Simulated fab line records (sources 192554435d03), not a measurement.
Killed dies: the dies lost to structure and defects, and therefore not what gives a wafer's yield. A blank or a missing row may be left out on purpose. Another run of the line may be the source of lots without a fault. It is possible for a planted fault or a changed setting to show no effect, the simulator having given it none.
Which of the tools did it? -- flow n5-finfet -- 24 lots, 72 wafers sampled, at 6 steps of a route of 1938

WHAT THE GAUGES SHOWED, per wafer
N5_BEOL_M5_INSPECT_13: inspects for defects (brightfield). Usual: raw-defect-count 426, standard deviation 110.
lot,measured,on,raw-defect-count,flag
L074,day 8 08:37,defect-inspect-01,257 397 372,
L075,day 8 11:43,defect-inspect-02,360 457 408,
L076,day 9 07:07,defect-inspect-01,498 389 431,
L078,day 9 11:12,defect-inspect-02,502 450 535,
L077,day 9 13:53,defect-inspect-02,704 523 457,
L079,day 9 16:33,defect-inspect-02,420 420 330,
L081,day 9 22:53,defect-inspect-01,506 420 748,
L080,day 10 01:13,defect-inspect-02,405 369 440,
L082,day 10 09:41,defect-inspect-01,309 298 272,
L083,day 10 23:59,defect-inspect-01,439 540 419,
L084,day 11 06:10,defect-inspect-01,756 611 604,
L085,day 11 06:13,defect-inspect-02,353 260 316,
L087,day 11 09:20,defect-inspect-01,447 387 362,
L086,day 11 14:29,defect-inspect-02,470 436 352,
L088,day 12 12:24,defect-inspect-02,789 517 628,
L090,day 12 15:26,defect-inspect-01,260 346 413,
L089,day 12 15:38,defect-inspect-02,375 456 305,
L091,day 12 21:14,defect-inspect-02,363 519 389,
L093,day 13 05:31,defect-inspect-01,424 507 380,
L092,day 13 11:58,defect-inspect-02,284 446 198,
L094,day 13 17:50,defect-inspect-01,636 739 453,
L095,day 13 21:11,defect-inspect-02,377 348 320,
L097,day 14 04:19,defect-inspect-02,302 385 361,
L096,day 14 06:28,defect-inspect-02,442 486 334,

N5_BEOL_M5_CD_MEAS_18: pitch 56 nm, target cd 28 nm. Usual: cd-nm 28.1 nm, standard deviation 0.39.
lot,measured,on,cd-nm (nm),flag
L074,day 8 09:10,cd-sem-02,27.3 28.4 27.6,
L075,day 8 12:15,cd-sem-01,27.3 28.3 27.7,
L076,day 9 07:34,cd-sem-02,27.8 28.3 28.2,
L078,day 9 11:42,cd-sem-01,27.8 27.9 27.8,
L077,day 9 14:22,cd-sem-03,28.1 27.9 28.0,
L079,day 9 17:01,cd-sem-01,28.7 28.4 28.8,
L081,day 9 23:22,cd-sem-03,28.6 27.7 27.9,
L080,day 10 01:45,cd-sem-01,28.1 28.1 28.2,
L082,day 10 10:25,cd-sem-01,27.5 28.0 27.8,
L083,day 11 00:28,cd-sem-01,28.1 28.5 27.9,
L084,day 11 06:38,cd-sem-01,27.6 28.6 28.0,
L085,day 11 06:50,cd-sem-01,28.4 28.2 28.2,
L087,day 11 09:49,cd-sem-03,28.2 28.5 28.2,
L086,day 11 14:57,cd-sem-02,29.1 28.0 28.1,
L088,day 12 12:52,cd-sem-01,28.1 28.1 28.6,
L090,day 12 15:55,cd-sem-01,28.4 27.9 27.5,
L089,day 12 16:08,cd-sem-02,28.0 28.2 27.5,
L091,day 12 22:14,cd-sem-01,27.6 28.3 28.2,
L093,day 13 07:25,cd-sem-03,28.2 27.6 27.7,
L092,day 13 12:50,cd-sem-02,28.0 27.6 28.0,
L094,day 13 19:00,cd-sem-02,28.0 27.8 27.8,
L095,day 13 22:03,cd-sem-01,27.8 28.7 27.8,
L097,day 14 04:47,cd-sem-01,27.8 27.4 27.5,
L096,day 14 06:58,cd-sem-02,27.5 28.0 27.8,

EACH LOT AND THE TOOL THAT RAN IT (in order: tool; ch and the chambers of the sampled wafers; start)
lot,N5_BEOL_M4_STRIP_36,N5_BEOL_M4_DEGAS_44,N5_BEOL_M4_SPUTTER_48,N5_BEOL_M5_ILD_DEP_00
L074,"rie-diel-01 ch 0,2,3, day 8 02:06","pvd-sputter-02, day 8 02:54","pvd-sputter-01, day 8 03:31","pecvd-04 ch 0,1,2, day 8 07:20"
L075,"rie-diel-02 ch 2,3, day 8 03:13","pvd-sputter-02, day 8 04:30","pvd-sputter-03, day 8 05:47","pecvd-01 ch 0,1, day 8 09:40"
L076,"rie-diel-01 ch 0,1, day 9 00:22","pvd-sputter-03, day 9 00:51","pvd-sputter-02, day 9 01:29","pecvd-04 ch 0,1, day 9 05:19"
L078,"rie-diel-06 ch 1,2,3, day 9 03:20","pvd-sputter-03, day 9 03:43","pvd-sputter-01, day 9 04:20","pecvd-02 ch 0,2, day 9 09:36"
L077,"rie-diel-01 ch 0,1,2, day 9 06:52","pvd-sputter-03, day 9 07:14","pvd-sputter-03, day 9 07:59","pecvd-02 ch 1,2, day 9 11:48"
L079,"rie-diel-06 ch 1,2, day 9 07:00","pvd-sputter-03, day 9 07:23","pvd-sputter-02, day 9 09:29","pecvd-04 ch 0,1,2, day 9 13:23"
L081,"rie-diel-02 ch 1,2,3, day 9 13:43","pvd-sputter-02, day 9 15:52","pvd-sputter-01, day 9 16:32","pecvd-01 ch 0,2, day 9 20:23"
L080,"rie-diel-06 ch 1,3, day 9 18:26","pvd-sputter-01, day 9 18:56","pvd-sputter-02, day 9 19:33","pecvd-04 ch 1,2, day 9 23:29"
L082,"rie-diel-06 ch 1,2,3, day 10 01:43","pvd-sputter-03, day 10 02:39","pvd-sputter-02, day 10 03:34","pecvd-02 ch 1,2, day 10 07:56"
L083,"rie-diel-02 ch 0,1,3, day 10 16:28","pvd-sputter-02, day 10 17:13","pvd-sputter-02, day 10 17:55","pecvd-04 ch 0,1,2, day 10 21:59"
L084,"rie-diel-01 ch 0,1,3, day 10 20:03","pvd-sputter-02, day 10 20:34","pvd-sputter-03, day 10 21:59","pecvd-04 ch 0,1,2, day 11 02:11"
L085,"rie-diel-02 ch 0,1,3, day 10 23:04","pvd-sputter-01, day 10 23:47","pvd-sputter-02, day 11 00:22","pecvd-02 ch 1,2, day 11 04:11"
L087,"rie-diel-02 ch 0,2,3, day 11 02:03","pvd-sputter-02, day 11 02:38","pvd-sputter-02, day 11 03:22","pecvd-02 ch 0,2, day 11 07:11"
L086,"rie-diel-01 ch 0,1, day 11 05:06","pvd-sputter-02, day 11 05:52","pvd-sputter-02, day 11 06:29","pecvd-01 ch 0,1,2, day 11 10:24"
L088,"rie-diel-06 ch 0,2,3, day 12 04:39","pvd-sputter-03, day 12 05:14","pvd-sputter-02, day 12 06:40","pecvd-02 ch 0,1, day 12 10:29"
L090,"rie-diel-02 ch 0,1,2, day 12 07:19","pvd-sputter-01, day 12 08:35","pvd-sputter-01, day 12 09:13","pecvd-04 ch 1,2, day 12 13:04"
L089,"rie-diel-02 ch 0,2,3, day 12 08:16","pvd-sputter-02, day 12 09:01","pvd-sputter-02, day 12 09:50","pecvd-02 ch 0,1, day 12 13:47"
L091,"rie-diel-06 ch 0,1,3, day 12 14:23","pvd-sputter-01, day 12 15:07","pvd-sputter-03, day 12 15:56","pecvd-04 ch 0,2, day 12 19:45"
L093,"rie-diel-02 ch 1,2,3, day 12 20:05","pvd-sputter-02, day 12 20:34","pvd-sputter-01, day 12 23:17","pecvd-01 ch 1,2, day 13 03:28"
L092,"rie-diel-01 ch 2,3, day 13 04:12","pvd-sputter-02, day 13 05:06","pvd-sputter-03, day 13 05:44","pecvd-01 ch 0,1,2, day 13 09:34"
L094,"rie-diel-01 ch 1,2,3, day 13 11:15","pvd-sputter-01, day 13 11:58","pvd-sputter-01, day 13 12:37","pecvd-02 ch 0,2, day 13 16:26"
L095,"rie-diel-01 ch 0,1,3, day 13 11:40","pvd-sputter-02, day 13 12:21","pvd-sputter-01, day 13 14:28","pecvd-04 ch 0,2, day 13 18:40"
L097,"rie-diel-01 ch 0,1,2, day 13 20:57","pvd-sputter-03, day 13 21:22","pvd-sputter-02, day 13 21:58","pecvd-01 ch 0,1,2, day 14 01:47"
L096,"rie-diel-06 ch 1,2,3, day 14 00:23","pvd-sputter-02, day 14 00:51","pvd-sputter-02, day 14 01:27","pecvd-04 ch 0,1,2, day 14 05:16"
- N5_BEOL_M4_STRIP_36: strips in N2/H2.
- N5_BEOL_M4_DEGAS_44: time 60 s.
- N5_BEOL_M4_SPUTTER_48: material Cu, target thk 4.5 nm, time 8.29 s.
- N5_BEOL_M5_ILD_DEP_00: deposits SiCOH lowk from DEMS/porogen, target thk 140.64 nm, time 25.9 s.

AS READ BY THE TOOLS THEMSELVES (means over the sampled wafers that have a number; for cases with no such wafer, the mark the record gives instead)
N5_BEOL_M4_STRIP_36. Usual: drypump-motor-current-A 5.64 A, standard deviation 0.28; oes-product-au 0.83 a.u., standard deviation 0.077; rf-vpp-V 59.4 V, standard deviation 1.4; showerhead-plenum-p-Torr 2.55 Torr, standard deviation 0.1; throttle-valve-pct 23.6 %, standard deviation 0.41.
lot,tool,drypump-motor-current-A (A),oes-product-au (a.u.),rf-vpp-V (V),showerhead-plenum-p-Torr (Torr),throttle-valve-pct (%),flag
L074,rie-diel-01,5.70,0.76,58.2,2.45,23.7,
L075,rie-diel-02,5.61,0.84,57.4,2.51,23.2,
L076,rie-diel-01,5.60,0.91,59.4,2.59,24.1,
L078,rie-diel-06,5.47,0.87,59.8,2.57,23.6,
L077,rie-diel-01,5.71,0.84,59.1,2.52,23.9,
L079,rie-diel-06,5.41,0.89,58.8,2.60,23.4,
L081,rie-diel-02,5.68,0.84,59.1,2.57,23.2,
L080,rie-diel-06,5.51,0.83,60.0,2.53,23.8,
L082,rie-diel-06,5.47,0.86,60.0,2.57,23.6,
L083,rie-diel-02,5.87,0.82,59.8,2.60,23.4,
L084,rie-diel-01,5.58,0.88,59.8,2.61,23.7,
L085,rie-diel-02,5.89,0.81,60.5,2.60,23.4,
L087,rie-diel-02,5.81,0.80,58.6,2.53,23.4,
L086,rie-diel-01,5.61,0.87,60.1,2.59,24.1,
L088,rie-diel-06,5.38,0.78,60.4,2.47,23.9,
L090,rie-diel-02,5.65,0.86,58.7,2.60,23.5,
L089,rie-diel-02,5.82,0.80,58.2,2.52,23.4,
L091,rie-diel-06,5.67,0.79,61.1,2.51,23.8,
L093,rie-diel-02,5.68,0.81,59.1,2.57,23.2,
L092,rie-diel-01,5.63,0.84,59.4,2.60,23.2,
L094,rie-diel-01,5.64,0.83,58.1,2.58,23.6,
L095,rie-diel-01,5.57,0.85,60.1,2.60,23.7,
L097,rie-diel-01,5.69,0.79,59.4,2.51,24.0,
L096,rie-diel-06,5.46,0.81,59.7,2.55,23.7,

N5_BEOL_M4_DEGAS_44. Usual: heater-power-w 343 W, standard deviation 51.
lot,tool,heater-power-w (W),flag
L074,pvd-sputter-02,353,
L075,pvd-sputter-02,355,
L076,pvd-sputter-03,334,
L078,pvd-sputter-03,354,
L077,pvd-sputter-03,352,
L079,pvd-sputter-03,336,
L081,pvd-sputter-02,350,
L080,pvd-sputter-01,343,
L082,pvd-sputter-03,336,
L083,pvd-sputter-02,421,
L084,pvd-sputter-02,354,
L085,pvd-sputter-01,345,
L087,pvd-sputter-02,307,
L086,pvd-sputter-02,305,
L088,pvd-sputter-03,338,
L090,pvd-sputter-01,341,
L089,pvd-sputter-02,360,
L091,pvd-sputter-01,340,
L093,pvd-sputter-02,303,
L092,pvd-sputter-02,346,
L094,pvd-sputter-01,332,
L095,pvd-sputter-02,408,
L097,pvd-sputter-03,338,
L096,pvd-sputter-02,360,

N5_BEOL_M4_SPUTTER_48. Usual: throttle-valve-pct 29.5 %, standard deviation 1.2.
lot,tool,throttle-valve-pct (%),flag
L074,pvd-sputter-01,29.1,
L075,pvd-sputter-03,30.9,
L076,pvd-sputter-02,29.2,
L078,pvd-sputter-01,28.3,
L077,pvd-sputter-03,30.8,
L079,pvd-sputter-02,29.7,
L081,pvd-sputter-01,29.2,
L080,pvd-sputter-02,29.3,
L082,pvd-sputter-02,29.4,
L083,pvd-sputter-02,28.6,
L084,pvd-sputter-03,30.8,
L085,pvd-sputter-02,29.5,
L087,pvd-sputter-02,28.7,
L086,pvd-sputter-02,28.8,
L088,pvd-sputter-02,29.1,
L090,pvd-sputter-01,29.5,
L089,pvd-sputter-02,29.2,
L091,pvd-sputter-03,31.0,
L093,pvd-sputter-01,29.1,
L092,pvd-sputter-03,30.6,
L094,pvd-sputter-01,28.7,
L095,pvd-sputter-01,28.3,
L097,pvd-sputter-02,30.1,
L096,pvd-sputter-02,29.5,

N5_BEOL_M5_ILD_DEP_00. Usual: chamber-pressure-Torr 4.999 Torr, standard deviation 0.01; heater-power-w 324 W, standard deviation 55; rf-fwd-power-W 494.5 W, standard deviation 2.1; showerhead-plenum-p-Torr 5.739 Torr, standard deviation 0.017; throttle-valve-pct 13.8 %, standard deviation 0.86.
lot,tool,chamber-pressure-Torr (Torr),heater-power-w (W),rf-fwd-power-W (W),showerhead-plenum-p-Torr (Torr),throttle-valve-pct (%),flag
L074,pecvd-04,4.990,348,494.7,5.744,13.7,
L075,pecvd-01,4.997,329,496.2,5.757,14.7,
L076,pecvd-04,5.001,371,492.0,5.727,12.9,
L078,pecvd-02,5.004,290,495.5,5.735,13.1,
L077,pecvd-02,5.005,284,493.5,5.729,13.9,
L079,pecvd-04,4.997,354,492.3,5.741,13.7,
L081,pecvd-01,4.994,336,496.5,5.764,14.0,
L080,pecvd-04,4.991,382,492.5,5.724,12.9,
L082,pecvd-02,4.996,312,494.5,5.733,13.9,
L083,pecvd-04,4.996,351,492.8,5.742,13.6,
L084,pecvd-04,5.012,307,492.7,5.742,13.5,
L085,pecvd-02,4.999,248,495.8,5.731,13.5,
L087,pecvd-02,5.002,324,495.4,5.754,13.6,
L086,pecvd-01,5.004,331,494.4,5.743,14.1,
L088,pecvd-02,5.009,345,494.6,5.729,14.2,
L090,pecvd-04,4.998,379,493.7,5.733,13.5,
L089,pecvd-02,4.991,345,495.8,5.742,14.1,
L091,pecvd-04,4.987,339,493.9,5.750,14.2,
L093,pecvd-01,5.002,311,494.3,5.737,13.6,
L092,pecvd-01,5.006,298,496.9,5.747,14.2,
L094,pecvd-02,5.000,286,496.2,5.745,13.3,
L095,pecvd-04,5.001,347,494.5,5.744,14.2,
L097,pecvd-01,4.996,335,495.8,5.744,14.3,
L096,pecvd-04,4.998,338,494.6,5.738,13.8,

THE ANSWER, worked out from the rows above alone
Rule: a lot is off if the mean of its wafers that have a number lies more than 3 standard deviations from the usual mean. Also off: a lot with no number at a reading for which 4 or more lots have one. Where the step has rows for the other lots, those lots are counted as sound. After the gauges, taken in route order, come the tools' own readings; for these a lot's mean is taken, as printed above. The first step at which some lot is off is used, and at that step the reading that is off furthest; a lot without a number counts as furthest.
Across all readings shown, no lot is off: no conclusion can be drawn from this.

WHAT WAS PUT IN BY THE SIMULATOR
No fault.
